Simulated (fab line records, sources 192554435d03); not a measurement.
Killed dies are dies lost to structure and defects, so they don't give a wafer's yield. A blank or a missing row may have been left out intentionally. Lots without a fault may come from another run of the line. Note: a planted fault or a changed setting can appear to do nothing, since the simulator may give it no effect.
Matching of chambers / flow n5 finfet / 3 sister chambers for N5_BEOL_M14_DEP_53 on pecvd-04
The step deposits SiCN from 3MS/NH3, target thk 50 nm, time 17.8 s. 3 wafers are shown with their chamber, then 9 later ones without.

WAFERS, EACH WITH ITS CHAMBER
wafer=L094.1; chamber=0; showerhead plenum p Torr (Torr)=4.195
wafer=L094.2; chamber=2; showerhead plenum p Torr (Torr)=4.177
wafer=L094.4; chamber=1; showerhead plenum p Torr (Torr)=4.125

WAFERS WHOSE CHAMBER IS MISSING
wafer=L093.2; showerhead plenum p Torr (Torr)=4.112
wafer=L093.3; showerhead plenum p Torr (Torr)=4.200
wafer=L093.6; showerhead plenum p Torr (Torr)=4.117
wafer=L096.1; showerhead plenum p Torr (Torr)=4.122
wafer=L096.3; showerhead plenum p Torr (Torr)=4.202
wafer=L096.5; showerhead plenum p Torr (Torr)=4.122
wafer=L097.2; showerhead plenum p Torr (Torr)=4.169
wafer=L097.3; showerhead plenum p Torr (Torr)=4.124
wafer=L097.6; showerhead plenum p Torr (Torr)=4.125

THE CHAMBER EACH PASSED THROUGH
wafer=L093.2; from the rows above=1; in truth=1
wafer=L093.3; from the rows above=0; in truth=0
wafer=L093.6; from the rows above=1; in truth=1
wafer=L096.1; from the rows above=1; in truth=1
wafer=L096.3; from the rows above=0; in truth=0
wafer=L096.5; from the rows above=1; in truth=1
wafer=L097.2; from the rows above=2; in truth=2
wafer=L097.3; from the rows above=1; in truth=1
wafer=L097.6; from the rows above=1; in truth=1
Placed correctly: 9 of 9. Left unplaced by these rows: 0. 0 placed wrongly.
How it was worked out, from the rows above alone: a wafer's distance from a chamber is the root of the sum, over the readings, of the square of ((its reading less the chamber's mean) divided by the reading's scatter). The wafer belongs to the nearest chamber; if the next one is less than 2 further off, it can't be placed. The mean given for a chamber averages the wafers shown for that chamber. The scatter: with one shown wafer a chamber, the root of the mean of the squares of how far each hidden wafer lies from its nearest shown one.
